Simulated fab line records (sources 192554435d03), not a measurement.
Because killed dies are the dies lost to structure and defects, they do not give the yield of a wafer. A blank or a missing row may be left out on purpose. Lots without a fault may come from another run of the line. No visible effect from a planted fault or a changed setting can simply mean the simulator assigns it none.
Chamber matching || flow n5 finfet || rie diel-05 running N5_BEOL_M8_STRIP_67: 4 sister chambers
The step strips in CF4. 14 wafers are shown with their chamber, then 7 later ones without.

== WAFERS PAIRED WITH THEIR CHAMBERS ==
{"wafer": "L076.2", "chamber": 3, "showerhead plenum p Torr (Torr)": 1.75, "drypump motor current A (A)": 5.7, "throttle valve pct (%)": 13.52}
{"wafer": "L076.3", "chamber": 1, "showerhead plenum p Torr (Torr)": 1.77, "drypump motor current A (A)": 5.4, "throttle valve pct (%)": 13.17}
{"wafer": "L076.5", "chamber": 1, "showerhead plenum p Torr (Torr)": 1.77, "drypump motor current A (A)": 5.4, "throttle valve pct (%)": 13.18}
{"wafer": "L081.2", "chamber": 2, "showerhead plenum p Torr (Torr)": 1.91, "drypump motor current A (A)": 6.4, "throttle valve pct (%)": 13.47}
{"wafer": "L081.5", "chamber": 1, "showerhead plenum p Torr (Torr)": 1.77, "drypump motor current A (A)": 5.4, "throttle valve pct (%)": 13.17}
{"wafer": "L081.6", "chamber": 0, "showerhead plenum p Torr (Torr)": 1.74, "drypump motor current A (A)": 5.5, "throttle valve pct (%)": 13.55}
{"wafer": "L077.2", "chamber": 3, "showerhead plenum p Torr (Torr)": 1.75, "drypump motor current A (A)": 5.7, "throttle valve pct (%)": 13.52}
{"wafer": "L077.3", "chamber": 1, "showerhead plenum p Torr (Torr)": 1.77, "drypump motor current A (A)": 5.4, "throttle valve pct (%)": 13.18}
{"wafer": "L077.5", "chamber": 0, "showerhead plenum p Torr (Torr)": 1.74, "drypump motor current A (A)": 5.4, "throttle valve pct (%)": 13.55}
{"wafer": "L092.1", "chamber": 2, "showerhead plenum p Torr (Torr)": 1.90, "drypump motor current A (A)": 6.5, "throttle valve pct (%)": 13.51}
{"wafer": "L092.4", "chamber": 1, "showerhead plenum p Torr (Torr)": 1.76, "drypump motor current A (A)": 5.4, "throttle valve pct (%)": 13.23}
{"wafer": "L092.6", "chamber": 1, "showerhead plenum p Torr (Torr)": 1.76, "drypump motor current A (A)": 5.4, "throttle valve pct (%)": 13.25}
{"wafer": "L091.2", "chamber": 2, "showerhead plenum p Torr (Torr)": 1.90, "drypump motor current A (A)": 6.5, "throttle valve pct (%)": 13.52}
{"wafer": "L091.4", "chamber": 3, "showerhead plenum p Torr (Torr)": 1.74, "drypump motor current A (A)": 5.8, "throttle valve pct (%)": 13.58}

SIGNATURES, as means of the wafers listed above
{"reading": "showerhead plenum p Torr", "chamber 0": 1.7400, "chamber 1": 1.7667, "chamber 2": 1.9033, "chamber 3": 1.7467, "scatter within a chamber": 0.00516}
{"reading": "drypump motor current A", "chamber 0": 5.450, "chamber 1": 5.400, "chamber 2": 6.467, "chamber 3": 5.733, "scatter within a chamber": 0.0428}
{"reading": "throttle valve pct", "chamber 0": 13.5500, "chamber 1": 13.1967, "chamber 2": 13.5000, "chamber 3": 13.5400, "scatter within a chamber": 0.0312}
Rule: a wafer lies at a distance from a chamber equal to the root of the sum of squares, over the readings, of (its reading less the chamber's mean, divided by the reading's scatter). The wafer belongs to the nearest chamber; if the next one is less than 2 further off, it can't be placed. The scatter is the square root of a quotient: the sum, over the shown wafers, of each reading's squared deviation from its chamber's mean, divided by wafers minus chambers.

== WAFERS WITH NO CHAMBER GIVEN ==
{"wafer": "L091.5", "showerhead plenum p Torr (Torr)": 1.74, "drypump motor current A (A)": 5.4, "throttle valve pct (%)": 13.60}
{"wafer": "L093.1", "showerhead plenum p Torr (Torr)": 1.76, "drypump motor current A (A)": 5.4, "throttle valve pct (%)": 13.25}
{"wafer": "L093.2", "showerhead plenum p Torr (Torr)": 1.74, "drypump motor current A (A)": 5.4, "throttle valve pct (%)": 13.59}
{"wafer": "L093.6", "showerhead plenum p Torr (Torr)": 1.74, "drypump motor current A (A)": 5.7, "throttle valve pct (%)": 13.58}
{"wafer": "L096.1", "showerhead plenum p Torr (Torr)": 1.74, "drypump motor current A (A)": 5.7, "throttle valve pct (%)": 13.60}
{"wafer": "L096.2", "showerhead plenum p Torr (Torr)": 1.73, "drypump motor current A (A)": 5.4, "throttle valve pct (%)": 13.61}
{"wafer": "L096.5", "showerhead plenum p Torr (Torr)": 1.76, "drypump motor current A (A)": 5.4, "throttle valve pct (%)": 13.26}

== EACH ONE'S CHAMBER ==
{"wafer": "L091.5", "from the rows above": 0, "in truth": 0}
{"wafer": "L093.1", "from the rows above": 1, "in truth": 1}
{"wafer": "L093.2", "from the rows above": 0, "in truth": 0}
{"wafer": "L093.6", "from the rows above": 3, "in truth": 3}
{"wafer": "L096.1", "from the rows above": 3, "in truth": 3}
{"wafer": "L096.2", "from the rows above": 0, "in truth": 0}
{"wafer": "L096.5", "from the rows above": 1, "in truth": 1}
Correct placement for 7 of the 7. Number that these rows cannot place: 0. Number placed wrongly: 0.
